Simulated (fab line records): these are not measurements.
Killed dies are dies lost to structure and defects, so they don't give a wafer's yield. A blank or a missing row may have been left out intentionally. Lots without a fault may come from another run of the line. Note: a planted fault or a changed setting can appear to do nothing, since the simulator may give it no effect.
fab line records    flow n5_finfet
record lots=4  wafers=12  last_day=17
route steps=1938 shown WELL_APT@38 PMOS_HMC_CHANNEL_EPI@57 BEOL_M4@1111 PASSIVATION@1936
lots with no fault: from the same line, run without faults
start_h: start of the lot's first displayed wafer, in hours after the record's first day    wait_h: hours elapsed since this lot's preceding step    " the same as in the row above    L1.1+2: a row that stands for several wafers    - value missing, or start not given    * or withheld: withheld    < > ~ a bound
route shown NAME@n: names a module that has steps shown in the file, with the first one's number in the route    usual: the fault-free wafers' mean and standard deviation    same: alike in all rows    chamber/n: place in a boat    sites: per-site readings    _std_site: standard deviation across them    _edge_site: inner sites' mean taken away from outer sites' mean    radius_mm: for every site, how far away it sits from the centre of the wafer    mask NAME#n: copy n    behind: the last tool/chamber to shape the wafer    hold: why the lot went on hold/how many hours it stayed there/how the hold came to an end    device: transistor that didn't switch, given as n, p or np    end of line: the tests these same wafers got at the end of their route    a step without rows: its recipe alone    killed: not the wafer's yield, but the dies lost to structure and defects at the first sort    map: the dies of a wafer, with x for killed, . for not killed, _ for no die there
set.NAME: the setting as run; set.NAME@STEP: as run at that earlier step    model.NAME: the simulator's own value behind a step, which no gauge read
lots at some steps of the route; a table a step, a row a wafer
services: the hour from which a tool's chamber was out of use, counted from the record's first day as start_h (under 0 if before that day), plus the number of hours and why
## steps
# step N5_WELL_APT_SOFTBAKE_20
# recipe temp_c=130  time_s=60
# step N5_WELL_APT_EXPOSE_22
# recipe mask_id=PWELL  na=0.8  source_shape=conventional  sigma_outer=0.8  polarization=unpolarized  defocus_nm=0  target_cd_nm=200  dose_mj=23.2
# step N5_WELL_APT_PEB_23
# recipe peb_temp_c=130  peb_time_s=90
# step N5_WELL_APT_DEVELOP_24
# recipe develop_time_s=45  rinse_liquid=surfactant_rinse  dry=air_spin  dev_temp_c=21
# step N5_WELL_APT_HARDBAKE_29
# recipe temp_c=130  time_s=120
# step N5_WELL_APT_DESCUM_30
# recipe chemistry=O2  time_s=7.9  source_power_w=50  bias_power_w=20  pressure_mtorr=20  rf_frequency_hz=2.712e+07  temp_c=40  o2_flow_sccm=225
# step N5_WELL_APT_IMPLANT_31
# recipe species=B  energy_kev=60  dose_cm2=1.5e+13  tilt_deg=0  rotation_deg=0
# step N5_WELL_APT_IMPLANT_32
# recipe species=BF2  energy_kev=50  dose_cm2=2e+13  tilt_deg=0  rotation_deg=0
# step N5_WELL_APT_STRIP_33
# recipe chemistry=SPM  time_s=900  temp_c=130  h2so4_h2o2_vol_ratio=4  dry=ipa_marangoni
# step N5_WELL_APT_RTA_34
# recipe temp_c=1000  time_s=10  ambient=N2  idle_temp_c=600  ramp_up_c_per_s=150  ramp_down_c_per_s=60  cool_to_c=600
# usual lamp_power_pct=13.00/0.053  lamp_zone_1_pct=12.999/0.029  lamp_zone_2_pct=12.997/0.028  lamp_zone_3_pct=12.992/0.025  lamp_zone_4_pct=12.995/0.027  lamp_zone_5_pct=12.994/0.027  lamp_zone_6_pct=12.926/0.029  lamp_zone_7_pct=13.421/0.027  wafer_temp_C_max=1003.7/1.2
lot.wafer  tool           chamber  start_h  wait_h  lamp_power_pct  lamp_zone_1_pct  lamp_zone_2_pct  lamp_zone_3_pct  lamp_zone_4_pct  lamp_zone_5_pct  lamp_zone_6_pct  lamp_zone_7_pct  wafer_temp_C_max
L536.3     rtp_anneal-01  0        70.35    0.2     13.03           13.002           13.048           12.994           13.024           12.955           12.951           13.465           1003.7
L536.4     "              0        "        "       13.06           12.961           12.968           12.969           13.025           12.989           12.944           13.417           1002.8
L536.6     "              0        "        "       13.05           12.999           12.950           12.988           12.987           12.991           12.896           13.450           1005.5
L537.2     rtp_anneal-01  0        75.81    0.0     11.30           11.301           11.236           11.306           11.321           11.282           11.213           11.641           1006.4
L537.4     "              0        "        "       11.27           11.325           11.321           11.286           11.368           11.329           11.258           11.700           1003.9
L537.6     "              0        "        "       11.27           11.275           11.321           11.310           11.342           11.314           11.262           11.715           1003.3
L542.1     rtp_anneal-01  0        105.79   0.1     11.37           11.343           11.309           11.315           11.297           11.257           11.248           11.663           1002.1
L542.3     "              0        "        "       11.31           11.324           11.310           11.361           11.279           11.337           11.235           11.674           1002.5
L542.6     "              0        "        "       11.35           11.353           11.324           11.283           11.296           11.274           11.230           11.693           1002.3
L547.1     rtp_anneal-02  0        136.15   0.0     13.07           13.008           13.017           13.012           12.987           12.946           12.958           13.390           1004.7
L547.3     "              0        "        "       13.09           13.014           12.973           13.022           13.032           13.006           12.871           13.368           1001.5
L547.6     "              0        "        "       12.89           13.008           12.981           12.990           13.020           13.004           12.904           13.415           1004.6
# step N5_WELL_APT_OXIDE_STRIP_42
# recipe chemistry=dHF  dilution=25:1  time_s=45  temp_c=25  target=SiO2  target_depth_a=120
# step N5_WELL_APT_PRECLEAN_36
# recipe chemistry=O3/DIW  time_s=45  temp_c=22  o3_ppm=10
# step N5_WELL_APT_PRECLEAN_39
# recipe chemistry=dHF  time_s=60  dilution=150:1  temp_c=25
# step N5_WELL_APT_SRD_37
# recipe dry=ipa_marangoni  do_ppb=5  time_s=30  temp_c=23  rinse_liquid=diw
# step N5_WELL_APT_EPI_41
# recipe material=Si  target_thk_a=500  temp_c=650  precursor=SiH4/H2  pressure_torr=20  time_s=297.7
# step N5_PMOS_HMC_CHANNEL_EPI_HM_DEP_34
# recipe material=SiO2  target_thk_a=360  temp_c=400  precursor=TEOS/O2  pressure_torr=6.5  rf_w=900  teos_flow_sccm=161.4  gas=O2  flow_sccm=2650  time_s=6.9
# step N5_PMOS_HMC_CHANNEL_EPI_COAT_31
# recipe resist=BARC  temp_c=205  time_s=60  spin_rpm=1500  resist_thk_nm=66
# step N5_PMOS_HMC_CHANNEL_EPI_COAT_03
# recipe resist=CAR-ArF-block  spin_rpm=1500  resist_thk_nm=205
# step N5_PMOS_HMC_CHANNEL_EPI_EBR_05
# recipe solvent=PGMEA  ebr_width_mm=1.5
# step N5_PMOS_HMC_CHANNEL_EPI_SOFTBAKE_04
# recipe temp_c=110  time_s=60  resist=CAR-ArF-block
# step N5_PMOS_HMC_CHANNEL_EPI_EXPOSE_06
# recipe mask_id=PMOS_HMC_BLK  na=1.35  source_shape=conventional  sigma_outer=0.8  polarization=unpolarized  target_cd_nm=240  dose_mj=41
# step N5_PMOS_HMC_CHANNEL_EPI_PEB_07
# recipe peb_temp_c=110  peb_time_s=60  resist=CAR-ArF-block
# step N5_PMOS_HMC_CHANNEL_EPI_DEVELOP_08
# recipe develop_time_s=30  developer=TMAH  resist=CAR-ArF-block  dev_temp_c=23  rinse_liquid=diw  dry=air_spin
# step N5_PMOS_HMC_CHANNEL_EPI_DESCUM_14
# recipe chemistry=O2  time_s=7.9  source_power_w=50  bias_power_w=20  pressure_mtorr=20  rf_frequency_hz=2.712e+07  temp_c=40  resist=CAR-ArF-block  o2_flow_sccm=225
# step N5_PMOS_HMC_CHANNEL_EPI_ETCH_32
# recipe chemistry=N2/H2  target=BARC  stop_on=SiO2  target_depth_a=858  over_etch_frac=0.3  time_s=50.3  ion_energy_ev=200  mask_material=CAR-ArF-block  pressure_mtorr=30  source_w=840  bias_w=150  n2_flow_sccm=200  h2_flow_sccm=200
# step N5_PMOS_HMC_CHANNEL_EPI_HM_OPEN_15
# recipe chemistry=CHF3/O2  target=SiO2  mask_material=CAR-ArF-block  target_depth_a=406  CHF3_flow_sccm=50  O2_flow_sccm=5  Ar_flow_sccm=200  time_s=20.3  pressure_mtorr=30  source_w=650  bias_w=170  ion_energy_ev=200
# step N5_PMOS_HMC_CHANNEL_EPI_STRIP_33
# recipe chemistry=N2/H2  power_w=500  temp_c=40  pressure_mtorr=50  rf_frequency_hz=6e+07  overash_fraction=0.3  bias_power_w=8  h2_frac=0.5  n2_flow_sccm=300  h2_flow_sccm=300
# step N5_PMOS_HMC_CHANNEL_EPI_STRIP_17
# recipe chemistry=SPM  time_s=750  temp_c=130  h2so4_h2o2_vol_ratio=4  dry=ipa_marangoni
# step N5_PMOS_HMC_CHANNEL_EPI_ETCH_38
# recipe chemistry=CF4  target=SiO2  target_depth_a=15  ion_energy_ev=350  pressure_mtorr=10  icp_w=800  bias_w=400  cf4_flow_sccm=80
# step N5_PMOS_HMC_CHANNEL_EPI_FIN_RECESS_16
# recipe chemistry=HBr/Cl2  target=Si  mask_material=SiO2  target_depth_a=540  time_s=18  pressure_mtorr=10  icp_w=800  bias_w=75  HBr_flow_sccm=150  Cl2_flow_sccm=80
# step N5_PMOS_HMC_CHANNEL_EPI_PRECLEAN_36
# recipe chemistry=O3/DIW  time_s=45  temp_c=22  o3_ppm=10
# step N5_PMOS_HMC_CHANNEL_EPI_PRECLEAN_18
# recipe chemistry=DHF  time_s=30  temp_c=25  dilution=withheld
# step N5_PMOS_HMC_CHANNEL_EPI_SRD_19
# recipe dry=ipa_marangoni  do_ppb=5  time_s=30  temp_c=23  rinse_liquid=diw
# step N5_PMOS_HMC_CHANNEL_EPI_EPI_20
# recipe material=SiGe30  mask_material=SiO2  pressure_torr=20  target_thk_a=590  temp_c=600
# step N5_PMOS_HMC_CHANNEL_EPI_HM_STRIP_35
# recipe chemistry=dHF  temp_c=25  material=SiO2  target=SiO2  target_depth_a=396  time_s=216
# step N5_BEOL_M4_RC_MEAS_101
# usual DIBL_N=36.3/1.7  DIBL_P=36.0/1.9  IOFF_N=0.156/0.028  IOFF_N_LONG=5.6e-05/2.1e-06  IOFF_P=0.21/0.036  ION_N=675/11  ION_P=463/7.8  SS_N=71.6/0.59  SS_P=73.2/0.63  VT_N=250/3.1  VT_P=-251/3.4
lot.wafer  tool       chamber  start_h  wait_h  DIBL_N[mV/V]  DIBL_P[mV/V]  IOFF_N[nA/um]  IOFF_N_LONG[nA/um]  IOFF_P[nA/um]  ION_N[uA/um]  ION_P[uA/um]  SS_N[mV/dec]  SS_P[mV/dec]  VT_N[mV]  VT_P[mV]
L536.3     prober-02  0        210.09   0.3     36.9          35.4          0.169          6.04e-05            0.21           687           470           71.5          72.6          245       -249
L536.4     "          0        "        "       37.0          36.3          0.176          5.87e-05            0.22           679           469           71.4          73.5          247       -247
L536.6     "          0        "        "       36.1          34.5          0.153          5.94e-05            0.19           677           464           71.3          72.9          250       -248
L537.2     prober-02  0        227.38   0.2     35.0          35.9          0.125          7.21e-05            0.16           645           445           71.6          72.8          253       -258
L537.4     "          0        "        "       35.5          36.2          0.138          7.42e-05            0.17           665           455           71.3          72.8          253       -253
L537.6     "          0        "        "       33.9          33.5          0.117          7.7e-05             0.14           655           447           71.2          71.7          255       -256
L542.1     prober-01  0        253.24   0.0     34.6          36.1          0.132          7.32e-05            0.21           671           469           70.5          72.9          252       -249
L542.3     "          0        "        "       35.6          36.8          0.149          7.34e-05            0.23           663           460           71.7          73.9          249       -247
L542.6     "          0        "        "       35.8          36.9          0.146          7.19e-05            0.23           670           464           72.2          73.7          249       -244
L547.1     prober-02  0        298.84   0.0     37.3          36.0          0.163          5.71e-05            0.22           689           471           72.2          73.0          245       -244
L547.3     "          0        "        "       38.2          36.4          0.174          5.73e-05            0.22           690           472           72.4          73.1          249       -248
L547.6     "          0        "        "       36.4          34.6          0.144          5.73e-05            0.20           679           469           72.0          73.1          249       -250
# step N5_PASSIVATION_PROBE_49
# usual defect_limited_yield=91.5/1.5  killed_at_M0_to_M3=30/11  killed_at_M4_up=13/4.9  killed_at_contacts=14/6.5  killed_at_front_end=40/11  killed_at_other=3.3/2.7  killed_dies=100/18  killed_open=67/14  killed_short=32/7.8  sort_bin_5_function=5.0/0.97  sort_bin_6_memory=3.2/0.75  sort_bin_8_speed=0.00/0.01  sort_n_pass=1080/18  sort_yield_pct=91.5/1.5
# same gross_dies=1180  killed_at_back_side=0  sort_bin_4_leakage[%]=0
lot.wafer  tool       chamber  start_h  wait_h  defect_limited_yield[%]  killed_at_M0_to_M3  killed_at_M4_up  killed_at_contacts  killed_at_front_end  killed_at_other  killed_dies  killed_open  killed_short  sort_bin_5_function[%]  sort_bin_6_memory[%]  sort_bin_8_speed[%]  sort_n_pass  sort_yield_pct[%]
L536.3     prober-01  -        327.11   0.1     92.5                     30                  13               10                  29                   6                88           57           31            4.2                     3.1                   0                    1092         92.5
L536.4     prober-01  -        327.16   0.2     91.1                     24                  21               9                   49                   2                105          60           40            5.4                     2.4                   0                    1075         91.1
L536.6     prober-01  -        327.26   0.3     92.5                     20                  7                20                  36                   5                88           60           28            4.2                     2.8                   0                    1092         92.5
L537.2     prober-02  -        333.26   0.1     91.3                     22                  10               14                  54                   3                103          65           37            4.8                     3.6                   0.08                 1076         91.2
L537.4     prober-02  -        333.36   0.2     90.8                     35                  13               9                   49                   3                109          73           36            5.1                     3.9                   0                    1071         90.8
L537.6     prober-02  -        333.46   0.3     90.2                     23                  10               15                  65                   3                116          74           42            5.8                     3.6                   0                    1064         90.2
L542.1     prober-02  -        365.92   0.0     89.7                     35                  9                13                  60                   4                121          77           43            5.4                     4.7                   0                    1059         89.7
L542.3     prober-02  -        366.02   0.1     91.7                     39                  8                8                   43                   0                98           68           30            3.7                     4.3                   0                    1082         91.7
L542.6     prober-02  -        366.17   0.3     90.5                     40                  10               28                  31                   3                112          79           33            5.1                     4.3                   0                    1068         90.5
L547.1     prober-02  -        399.58   0.0     89.7                     16                  21               7                   72                   5                121          71           49            6.6                     2.8                   0                    1059         89.7
L547.3     prober-02  -        399.68   0.1     89.0                     40                  16               8                   65                   1                130          80           44            6.4                     3.6                   0                    1050         89.0
L547.6     prober-02  -        399.83   0.3     94.0                     19                  10               8                   33                   1                71           52           17            4.2                     1.4                   0                    1109         94.0
# killed by level:class
L536.3 BEOL_M2:geometric_particle:open=11 FIN_SAQP:geometric_particle:short=9 MOL_CONTACT_COAG:geometric_particle:open=9 BEOL_M1:geometric_particle:open=5 BEOL_M4:geometric_particle:open=5 FIN_SAQP:geometric_particle:open=4 STI_FIN_REVEAL:geometric_particle:open=4 BEOL_M0_SAQP:geometric_particle:short=4
L536.4 FIN_SAQP:geometric_particle:short=11 BEOL_M4:geometric_particle:open=8 STI_FIN_REVEAL:geometric_particle:open=7 DUMMY_GATE:geometric_particle:open=7 BEOL_M2:geometric_particle:open=7 MOL_CONTACT_COAG:geometric_particle:open=6 BEOL_M0_SAQP:geometric_particle:short=5 STARTING-WAFER:geometric_particle:open=5
L536.6 STI_FIN_REVEAL:geometric_particle:open=14 MOL_CONTACT_COAG:geometric_particle:open=14 BEOL_M2:geometric_particle:open=11 MOL_CONTACT_COAG:geometric_particle:short=6 FIN_SAQP:geometric_particle:short=4 SPACER0:geometric_particle:open=3 BEOL_M0_SAQP:geometric_particle:short=3 BEOL_M4:geometric_particle:open=3
L537.2 FIN_SAQP:geometric_particle:open=16 MOL_CONTACT_COAG:geometric_particle:open=10 BEOL_M1:geometric_particle:open=8 FIN_SAQP:geometric_particle:short=7 STI_FIN_REVEAL:geometric_particle:open=6 ILD0:geometric_particle:short=5 GATE_CUT:geometric_particle:open=5 BEOL_M0_SAQP:geometric_particle:short=5
L537.4 FIN_SAQP:geometric_particle:open=24 FIN_SAQP:geometric_particle:short=17 BEOL_M2:geometric_particle:open=15 BEOL_M1:geometric_particle:open=8 MOL_CONTACT_COAG:geometric_particle:short=7 BEOL_M0_SAQP:geometric_particle:short=5 BEOL_M5:geometric_particle:open=4 STI_FIN_REVEAL:geometric_particle:open=4
L537.6 FIN_SAQP:geometric_particle:open=34 FIN_SAQP:geometric_particle:short=17 MOL_CONTACT_COAG:geometric_particle:open=10 BEOL_M0_SAQP:geometric_particle:short=9 MOL_CONTACT_COAG:geometric_particle:short=5 BEOL_M3:geometric_particle:open=5 BEOL_M4:geometric_particle:open=5 STI_FIN_REVEAL:geometric_particle:open=4
L542.1 FIN_SAQP:geometric_particle:open=18 FIN_SAQP:geometric_particle:short=12 STI_FIN_REVEAL:geometric_particle:open=12 BEOL_M1:geometric_particle:open=10 MOL_CONTACT_COAG:geometric_particle:open=9 BEOL_M0_SAQP:geometric_particle:short=9 DUMMY_GATE:geometric_particle:open=5 MOL_CONTACT_COAG:geometric_particle:short=4
L542.3 FIN_SAQP:geometric_particle:open=18 BEOL_M0_SAQP:geometric_particle:open=11 FIN_SAQP:geometric_particle:short=9 BEOL_M2:geometric_particle:open=9 BEOL_M0_SAQP:geometric_particle:short=7 BEOL_M1:geometric_particle:open=6 MOL_CONTACT_COAG:geometric_particle:open=5 STI_FIN_REVEAL:geometric_particle:open=4
L542.6 MOL_CONTACT_COAG:geometric_particle:open=23 BEOL_M2:geometric_particle:open=10 FIN_SAQP:geometric_particle:open=9 BEOL_M0_SAQP:geometric_particle:open=7 FIN_SAQP:geometric_particle:short=6 MOL_CONTACT_COAG:geometric_particle:short=5 BEOL_M0_SAQP:geometric_particle:short=5 BEOL_M3:geometric_particle:open=5
L547.1 FIN_SAQP:geometric_particle:open=20 FIN_SAQP:geometric_particle:short=17 BEOL_M4:geometric_particle:open=11 MOL_CONTACT_COAG:geometric_particle:open=6 STI_FIN_REVEAL:geometric_particle:open=6 GATE_CUT:geometric_particle:short=6 BEOL_M4:geometric_particle:short=6 GATE_CUT:geometric_particle:open=5
L547.3 FIN_SAQP:geometric_particle:open=31 BEOL_M0_SAQP:geometric_particle:open=15 BEOL_M0_SAQP:geometric_particle:short=14 FIN_SAQP:geometric_particle:short=11 BEOL_M4:geometric_particle:open=9 MOL_CONTACT_COAG:geometric_particle:open=7 HKMG_FIN:area_etch=6 STI_FIN_REVEAL:geometric_particle:open=4
L547.6 FIN_SAQP:geometric_particle:open=10 MOL_CONTACT_COAG:geometric_particle:open=8 STI_FIN_REVEAL:geometric_particle:open=6 BEOL_M0_SAQP:geometric_particle:open=4 FIN_SAQP:geometric_particle:short=3 DUMMY_GATE:geometric_particle:open=3 ILD0:geometric_particle:open=3 BEOL_M0_SAQP:geometric_particle:short=3
## services
tool           chamber  start_h  hours  kind
rtp_anneal-01  -        120.93   4.6    pm
## key
first_sign step=N5_WELL_APT_RTA_34  reading=lamp_zone_3_pct  direction=down  sigmas=67  usual=*  struck=*
effect step=N5_WELL_APT_RTA_34  reading=lamp_zone_7_pct  direction=down  sigmas=65  usual=*  struck=*
effect step=N5_BEOL_M4_RC_MEAS_101  reading=IOFF_N_LONG  direction=up  sigmas=8.3  usual=5.6e-05  struck=7.36e-05
met_at N5_WELL_APT_RTA_34
struck_wafers L537.2,L537.4,L537.6,L542.1,L542.3,L542.6
onset_between 70.35 75.81
fault kind=process_parameter_drift  tool=rtp_anneal-01  chamber=-  onset_h=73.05  steps=N5_WELL_APT_RTA_34  channel=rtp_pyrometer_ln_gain  offset=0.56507  shape=step  end_h=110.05
